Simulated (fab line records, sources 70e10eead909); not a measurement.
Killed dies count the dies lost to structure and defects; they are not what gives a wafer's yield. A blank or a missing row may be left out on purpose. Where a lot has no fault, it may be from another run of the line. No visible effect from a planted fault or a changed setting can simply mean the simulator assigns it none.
fab line records	flow nand-harc
[record] lots = 5	wafers = 15	last-day = 23
route steps=1159 shown A_CONTACT@948 A_BLC@964
lots that met no fault: taken from a fault-free run of the same line
start-h: start of the lot's first displayed wafer, in hours after the record's first day	wait-h: time in hours since the lot's previous step	" repeats the value in the row above	L1.1+2: a row that stands for several wafers	- no value present, or no start provided	* or withheld: withheld	< > ~ a bound
route shown NAME@n: names a module that has steps shown in the file, with the first one's number in the route	usual: mean/standard deviation of fault-free wafers	same: alike in all rows	chamber/n: place in a boat	sites: readings site by site	_std_site: how widely they spread, as a standard deviation	_edge_site: outer sites' mean less inner sites'	radius-mm: for every site, how far away it sits from the centre of the wafer	mask NAME#n: copy n	behind: the most recent tool/chamber to have shaped the wafer	hold: what put the lot on hold/how long, in hours/how the hold closed	device: whichever transistor did not switch (one of n, p or np)	end of line: at the end of the route, the tests of the same wafers	where a step has no rows: the recipe by itself	killed: dies lost to structure and defects at the first sort, not the wafer's yield	map: a wafer's dies, x killed, . not, _ none there
set.NAME: the setting that was run; set.NAME@STEP: the one run at that earlier step	model.NAME: the simulator's own value behind a step, which no gauge read
a table for each step, a row for each wafer; lots at some steps of the route
services: from which hour (start-h, from the record's first day; less than 0 if before it) a tool's chamber was out of use, for how many hours, and why
[[steps]]
[step NHARC_A_CONTACT_ETCH_139]
[recipe] source-w = withheld	pressure-mtorr = 20	bias-v = 400	time-s = 137	target-depth-a = 5900	ar-flow-sccm = withheld	c4f8-flow-sccm = 11.5	o2-flow-sccm = 7.2	chemistry = C4F8/O2/Ar
lot.wafer	tool	chamber	start-h	wait-h	rf-hours-counter-h
L378.1	har-cap-etch-02	1	409.57	0.1	14
L378.3	"	0	"	"	-
L378.5	"	0	"	"	-
L380.2	har-cap-etch-02	1	423.60	0.1	16
L380.4	"	0	"	"	-
L380.5	"	0	"	"	-
L385.4	har-cap-etch-02	1	446.98	0.1	-
L385.3	"	0	"	"	-
L385.5	"	0	"	"	-
L386.2	har-cap-etch-03	1	465.05	0.1	93
L386.4	"	1	"	"	-
L386.3	"	0	"	"	-
L389.2	har-cap-etch-03	0	497.22	0.1	99
L389.6	"	0	"	"	-
L389.5	"	1	"	"	-
[step NHARC_A_CONTACT_ETCH_92]
[recipe] target-depth-a = 400	over-etch-frac = 0.5	time-s = 85.7	ion-energy-ev = 120	ch3f-flow-sccm = 50	o2-flow-sccm = 30	ar-flow-sccm = 200	rf-w = 500	bias-w = 100	chemistry = CH3F/O2
[step NHARC_A_CONTACT_ETCH_98]
[recipe] target-depth-a = 200	over-etch-frac = 0.5	time-s = 10	ion-energy-ev = 250	c4f6-flow-sccm = 25	o2-flow-sccm = 20	ar-flow-sccm = 500	rf-w = 600	bias-w = 500	chemistry = C4F6/O2
[usual] drypump-motor-current-A = 5.8/0.33	o2-flow-sccm = 20.00/0.063	oes-product-au = 0.961/0.026	rf-vpp-V = 547/4.1	showerhead-plenum-p-Torr = 3.94/0.2	throttle-valve-pct = 26.904/0.0098
[same] over-etch-frac = 0.5
lot.wafer	tool	chamber	start-h	wait-h	drypump-motor-current-A	o2-flow-sccm	oes-product-au	rf-hours-counter-h	rf-vpp-V	showerhead-plenum-p-Torr	throttle-valve-pct
L378.1	rie-diel-06	3	-	-	6.0	20.07	0.943	34	542	3.65	26.890
L378.3	"	0	"	"	5.4	20.13	0.927	25	544	3.76	26.900
L378.5	"	3	"	"	6.0	19.90	0.934	-	540	3.65	26.915
L380.2	rie-diel-13	1	-	-	5.8	20.01	0.944	44	544	3.73	26.900
L380.4	"	2	"	"	5.2	20.07	0.929	50	552	4.16	26.916
L380.5	"	0	"	"	5.9	20.00	0.934	-	545	3.88	26.905
L385.3	rie-diel-03	2	-	-	5.9	19.94	0.971	18	553	4.22	26.921
L385.4	"	3	"	"	6.2	19.99	0.951	19	549	4.03	26.915
L385.5	"	0	"	"	6.1	20.00	0.952	-	544	3.77	26.906
L386.4	rie-diel-06	3	-	-	6.0	20.04	0.931	6	552	4.22	26.911
L386.2	"	0	"	"	5.4	19.92	0.924	7	542	3.75	26.895
L386.3	"	1	"	"	5.9	19.98	0.944	6	547	3.91	26.899
L389.2	rie-diel-03	1	-	-	6.4	20.03	0.992	36	543	3.77	26.885
L389.6	"	3	"	"	6.2	19.93	0.992	-	549	4.02	26.886
L389.5	"	0	"	"	6.1	20.09	1.000	-	543	3.76	26.891
[step NHARC_A_CONTACT_CD_MEAS_15]
[usual] cd-nm = 90.2/0.68
lot.wafer	tool	chamber	start-h	wait-h	cd-nm
L378.1	cd-sem-03	-	410.15	-	89.9
L378.3	"	-	"	"	89.8
L378.5	"	-	"	"	89.7
L380.2	cd-sem-02	-	424.19	-	90.6
L380.4	"	-	"	"	89.7
L380.5	"	-	"	"	89.6
L385.3	cd-sem-02	-	447.80	-	89.7
L385.4	"	-	"	"	89.0
L385.5	"	-	"	"	89.6
L386.2	cd-sem-01	-	465.74	-	88.5
L386.3	"	-	"	"	89.7
L386.4	"	-	"	"	91.0
L389.2	cd-sem-02	-	498.29	-	89.8
L389.5	"	-	"	"	90.3
L389.6	"	-	"	"	91.1
[step NHARC_A_CONTACT_STRIP_107]
[recipe] n2-flow-sccm = 150	h2-flow-sccm = 150	ar-flow-sccm = 0	bias-w = 0	chemistry = N2/H2
[step NHARC_A_CONTACT_STRIP_108]
[recipe] cf4-flow-sccm = 100	chf3-flow-sccm = 30	ar-flow-sccm = 0	bias-w = 0	chemistry = CF4/CHF3
[step NHARC_A_CONTACT_STRIP_109]
[recipe] o2-flow-sccm = 400	cos-flow-sccm = 20	ar-flow-sccm = 0	bias-w = 0	chemistry = O2/COS
[step NHARC_A_CONTACT_ETCH_110]
[recipe] target-depth-a = 500	overetch-a = 50	time-s = 27.5	ion-energy-ev = 100	cf4-flow-sccm = 80	o2-flow-sccm = 20	ar-flow-sccm = 0	rf-w = 300	bias-w = 100	chemistry = CF4/O2
[usual] drypump-motor-current-A = 5.8/0.3	o2-flow-sccm = 20.01/0.056	oes_o_777_au = 1.000/0.0044	oes-product-au = 0.999/0.013	rf-vpp-V = 197.9/1.6	showerhead-plenum-p-Torr = 1.34/0.069	throttle-valve-pct = 13.399/0.0097
lot.wafer	tool	chamber	start-h	wait-h	drypump-motor-current-A	o2-flow-sccm	oes_o_777_au	oes-product-au	rf-hours-counter-h	rf-vpp-V	showerhead-plenum-p-Torr	throttle-valve-pct
L378.3	rie-diel-06	1	410.45	0.1	5.8	19.97	1.000	1.003	31	197.4	1.33	13.405
L378.1	"	3	"	"	6.0	19.95	1.002	1.003	34	196.0	1.24	13.399
L378.5	"	0	"	"	5.4	20.10	0.998	0.979	-	197.0	1.27	13.392
L380.2	rie-diel-03	3	424.48	0.1	6.1	20.04	0.991	0.999	9	198.3	1.38	13.390
L380.4	"	0	"	"	6.1	20.07	1.004	1.001	9	195.7	1.28	13.389
L380.5	"	3	"	"	6.2	19.99	0.999	1.007	-	197.7	1.38	13.412
L385.3	rie-diel-13	1	448.09	0.1	5.8	20.09	1.005	1.000	54	195.7	1.26	13.402
L385.4	"	2	"	"	5.2	20.08	1.006	0.971	62	199.0	1.42	13.407
L385.5	"	1	"	"	5.8	20.09	1.011	0.999	-	197.4	1.26	13.404
L386.4	rie-diel-06	0	466.03	0.1	5.4	20.01	1.006	1.000	7	194.6	1.27	13.385
L386.3	"	2	"	"	5.6	20.10	1.001	1.014	5	198.3	1.40	13.409
L386.2	"	3	"	"	6.0	20.03	1.003	0.977	6	199.1	1.44	13.391
L389.2	rie-diel-06	1	498.89	0.1	5.8	19.99	1.000	1.003	14	196.3	1.33	13.391
L389.5	"	0	"	"	5.4	20.02	0.998	0.995	-	196.2	1.27	13.394
L389.6	"	3	"	"	6.0	20.05	1.006	0.986	-	199.1	1.44	13.395
[step NHARC_A_CONTACT_STRIP_26]
[recipe] o2-flow-sccm = 500	ar-flow-sccm = 0	bias-w = 0	chemistry = O2
[usual] drypump-motor-current-A = 5.8/0.31	o2-flow-sccm = 500.0/1.5	oes-product-au = 0.999/0.013	rf-vpp-V = 57.9/0.86	showerhead-plenum-p-Torr = 3.55/0.18	throttle-valve-pct = 17.037/0.0085
lot.wafer	tool	chamber	start-h	wait-h	drypump-motor-current-A	o2-flow-sccm	oes-product-au	rf-hours-counter-h	rf-vpp-V	showerhead-plenum-p-Torr	throttle-valve-pct
L378.3	rie-diel-06	0	-	-	5.4	500.9	0.989	25	59.0	3.37	17.028
L378.1	"	3	"	"	6.0	499.8	1.000	34	56.6	3.28	17.027
L378.5	"	1	"	"	5.8	500.1	1.005	-	57.2	3.52	17.044
L380.4	rie-diel-03	3	-	-	6.2	500.5	0.995	9	58.4	3.64	17.044
L380.2	"	0	"	"	6.1	499.2	0.997	9	57.0	3.39	17.021
L380.5	"	2	"	"	5.9	498.2	0.991	-	59.2	3.80	17.036
L385.3	rie-diel-13	3	-	-	6.1	498.3	1.020	62	58.3	3.27	17.029
L385.4	"	0	"	"	5.9	498.1	0.982	57	57.7	3.48	17.048
L385.5	"	0	"	"	5.9	497.9	0.988	-	57.0	3.48	17.035
L386.3	rie-diel-06	3	-	-	6.0	498.7	0.988	6	57.2	3.80	17.038
L386.4	"	0	"	"	5.4	497.7	1.013	7	57.3	3.37	17.044
L386.2	"	1	"	"	5.8	499.2	1.013	6	57.4	3.51	17.038
L389.2	rie-diel-06	0	-	-	5.4	501.8	0.998	16	56.0	3.36	17.046
L389.5	"	3	"	"	6.1	500.5	0.982	-	59.4	3.80	17.029
L389.6	"	0	"	"	5.4	498.8	0.997	-	58.7	3.36	17.019
[step NHARC_A_CONTACT_STRIP_27]
[recipe] time-s = 600	temp-c = 30	chemistry = post-etch-residue-remover
[step NHARC_A_CONTACT_ALD_18]
[recipe] target-thk-a = 30	pulse-time-s = 1	ald-cycles = 150	temp-c = 450	material = TiN
[step NHARC_A_CONTACT_CVD_19]
[recipe] target-thk-a = 3000	temp-c = 300	pressure-torr = 40	wf6-flow-sccm = 40	h2-flow-sccm = 1600	ar-flow-sccm = 1560	time-s = 802	material = W
[usual] heater-power-w = 453/31	throttle-valve-pct = 8.03/0.26
lot.wafer	tool	chamber	start-h	wait-h	heater-power-w	throttle-valve-pct
L378.1	cvd-w-02	1	-	-	410	7.68
L378.3	"	1	"	"	403	7.68
L378.5	"	1	"	"	409	7.72
L380.2	cvd-w-01	0	-	-	488	8.41
L380.4	"	0	"	"	487	8.46
L380.5	"	0	"	"	485	8.33
L385.3	cvd-w-01	1	-	-	453	7.88
L385.4	"	0	"	"	486	8.23
L385.5	"	0	"	"	494	8.24
L386.2	cvd-w-01	1	-	-	463	7.95
L386.4	"	1	"	"	464	8.04
L386.3	"	0	"	"	491	8.26
L389.2	cvd-w-02	1	-	-	411	7.81
L389.6	"	0	"	"	465	7.96
L389.5	"	1	"	"	413	7.91
[step NHARC_A_CONTACT_CMP_20]
[recipe] t-overpolish-s = 30	target-thk-nm = 300
[usual] motor-current-A = 12.2/0.84	overpolish-run-s = 30.000/0.0094	pad-life-wafers = 257/150	time-to-endpoint-s = 60/3.3
lot.wafer	tool	chamber	start-h	wait-h	motor-current-A	overpolish-run-s	pad-life-wafers	time-to-endpoint-s
L378.1	cmp-04	0	412.93	1.4	12.5	29.993	84	65
L378.3	"	2	"	"	11.3	30.004	86	63
L378.5	"	1	"	"	12.1	30.012	-	54
L380.2	cmp-01	2	426.66	0.8	11.6	30.022	270	55
L380.4	"	3	"	"	10.6	29.994	271	60
L380.5	"	2	"	"	12.3	29.983	-	56
L385.4	cmp-04	1	451.63	0.4	12.3	29.999	349	53
L385.3	"	3	"	"	14.3	30.010	351	63
L385.5	"	0	"	"	12.6	30.005	-	62
L386.4	cmp-01	0	470.05	0.5	12.2	30.005	498	59
L386.2	"	2	"	"	11.9	29.997	500	56
L386.3	"	3	"	"	11.2	30.016	501	61
L389.2	cmp-02	1	501.83	0.7	10.9	30.001	403	58
L389.6	"	0	"	"	12.4	30.003	-	64
L389.5	"	1	"	"	11.7	30.002	-	60
[step NHARC_A_CONTACT_SRD_22]
[step NHARC_A_CONTACT_INSPECT_23]
[usual] raw-defect-count = 402/130
lot.wafer	tool	chamber	start-h	wait-h	raw-defect-count
L378.1	defect-inspect-02	-	413.34	0.1	395
L378.3	"	-	"	"	417
L378.5	"	-	"	"	363
L380.2	defect-inspect-02	-	427.06	0.1	317
L380.4	"	-	"	"	384
L380.5	"	-	"	"	363
L385.3	defect-inspect-02	-	452.00	0.1	302
L385.4	"	-	"	"	721
L385.5	"	-	"	"	273
L386.2	defect-inspect-01	-	470.46	0.1	345
L386.3	"	-	"	"	322
L386.4	"	-	"	"	307
L389.2	defect-inspect-02	-	502.21	0.1	302
L389.5	"	-	"	"	349
L389.6	"	-	"	"	405
[step NHARC_A_BLC_DEHYDRATE_00]
[recipe] temp-c = 150	time-s = 120
[step NHARC_A_BLC_HMDS_01]
[recipe] time-s = 30
[step NHARC_A_BLC_COAT_02]
[recipe] temp-c = 260	time-s = 75
[step NHARC_A_BLC_COAT_03]
[recipe] temp-c = 225	time-s = 65
[step NHARC_A_BLC_COAT_04]
[recipe] spin-rpm = 1500	resist-thk-nm = 90
[step NHARC_A_BLC_SOFTBAKE_05]
[recipe] temp-c = 105	time-s = 55
[step NHARC_A_BLC_EBR_06]
[step NHARC_A_BLC_EXPOSE_07]
[recipe] na = 1.35	target-cd-nm = 100	dose-mj = 67.97	mask-id = A_BLC
[step NHARC_A_BLC_PEB_08]
[recipe] peb-temp-c = 100	peb-time-s = 65
[step NHARC_A_BLC_DEVELOP_09]
[recipe] develop-time-s = 35	dev-temp-c = 23
[step NHARC_A_BLC_CD_MEAS_10]
[recipe] target-cd-nm = 100	landing-energy-ev = 500
[usual] cd-nm = 100.2/0.69
lot.wafer	tool	chamber	start-h	wait-h	cd-nm
L378.1	cd-sem-01	0	413.85	-	99.7
L378.3	"	0	"	"	99.1
L378.5	"	0	"	"	98.9
L380.2	cd-sem-01	0	427.58	-	99.9
L380.4	"	0	"	"	101.2
L380.5	"	0	"	"	100.2
L385.3	cd-sem-03	0	452.54	-	100.5
L385.4	"	0	"	"	100.0
L385.5	"	0	"	"	100.4
L386.2	cd-sem-01	0	470.84	-	100.3
L386.3	"	0	"	"	101.8
L386.4	"	0	"	"	101.8
L389.2	cd-sem-03	0	502.72	-	100.8
L389.5	"	0	"	"	99.6
L389.6	"	0	"	"	99.5
[step NHARC_A_BLC_OVL_MEAS_11]
[usual] overlay-x-nm = 0.0/0.74	overlay-y-nm = 0.1/0.6
lot.wafer	tool	chamber	start-h	wait-h	overlay-x-nm	overlay-y-nm
L378.1	overlay-02	-	413.94	-	-0.3	-1.0
L378.3	"	-	"	"	-0.4	-0.3
L378.5	"	-	"	"	-0.8	-0.8
L380.2	overlay-01	-	427.67	-	0.1	0.3
L380.4	"	-	"	"	-0.3	0.3
L380.5	"	-	"	"	0.8	0.2
L385.3	overlay-01	-	452.63	-	0.0	0.5
L385.4	"	-	"	"	0.4	0.2
L385.5	"	-	"	"	0.2	0.3
L386.2	overlay-02	-	470.93	-	0.3	1.3
L386.3	"	-	"	"	-0.3	0.9
L386.4	"	-	"	"	0.3	0.8
L389.2	overlay-01	-	502.81	-	0.2	0.1
L389.5	"	-	"	"	0.1	-0.5
L389.6	"	-	"	"	0.3	-0.5
[step NHARC_A_BLC_INSPECT_12]
[usual] raw-defect-count = 27/12
lot.wafer	tool	chamber	start-h	wait-h	raw-defect-count
L378.1	defect-inspect-01	-	413.97	0.0	30
L378.3	"	-	"	"	29
L378.5	"	-	"	"	37
L380.2	defect-inspect-02	-	427.70	0.0	38
L380.4	"	-	"	"	36
L380.5	"	-	"	"	36
L385.3	defect-inspect-02	-	452.67	0.0	51
L385.4	"	-	"	"	442
L385.5	"	-	"	"	41
L386.2	defect-inspect-02	-	470.96	0.0	24
L386.3	"	-	"	"	28
L386.4	"	-	"	"	28
L389.2	defect-inspect-02	-	502.84	0.0	43
L389.5	"	-	"	"	51
L389.6	"	-	"	"	51
[step NHARC_A_BLC_DESCUM_15]
[recipe] time-s = 3	o2-flow-sccm = 200	ar-flow-sccm = 0	bias-power-w = 0	chemistry = O2
[[services]]
tool	chamber	start-h	hours	kind
cmp-02	-	387.00	2.2	repair
rie-diel-03	-	392.36	9.0	pm
rie-diel-06	0	397.46	-	clean
rie-diel-06	1	397.46	-	clean
rie-diel-06	2	397.46	-	clean
rie-diel-06	3	397.46	-	clean
cmp-04	-	399.07	4.0	pm
cvd-w-02	0	410.45	3.2	repair
rie-diel-06	-	418.20	9.0	pm
rie-diel-06	0	418.20	9.0	vent-cycle
rie-diel-06	1	418.20	9.3	vent-cycle
rie-diel-06	2	418.20	9.0	vent-cycle
rie-diel-06	3	418.20	9.0	vent-cycle
cmp-02	-	422.50	4.0	pm
rie-diel-06	0	427.20	-	clean
rie-diel-06	2	427.20	-	clean
rie-diel-06	3	427.20	-	clean
rie-diel-13	-	453.37	9.0	pm
rie-diel-13	-	470.70	1.6	repair
cvd-w-01	-	476.98	13.0	pm
cmp-01	-	480.28	4.0	pm
rie-diel-06	2	492.00	16.2	repair
cmp-01	-	496.22	4.1	repair
cmp-04	-	497.07	4.0	pm
[[key]]
[first-sign] step = NHARC_A_BLC_INSPECT_12	reading = raw-defect-count	direction = up	sigmas = 36	usual = 27	struck = 442
effect none on later readings
met-at NHARC_A_CONTACT_CMP_20
struck-wafers L385.4
rows-end L385.4
onset-between 412.93 451.63
[fault] kind = chamber-particle-source	tool = cmp-04	chamber = 1	onset-h = 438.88	steps = NHARC_A_CONTACT_CMP_20	rate-per-visit-cm2 = 0.62896
// rows-end: these wafers met a further fault down the route, and their rows from its step on are left out
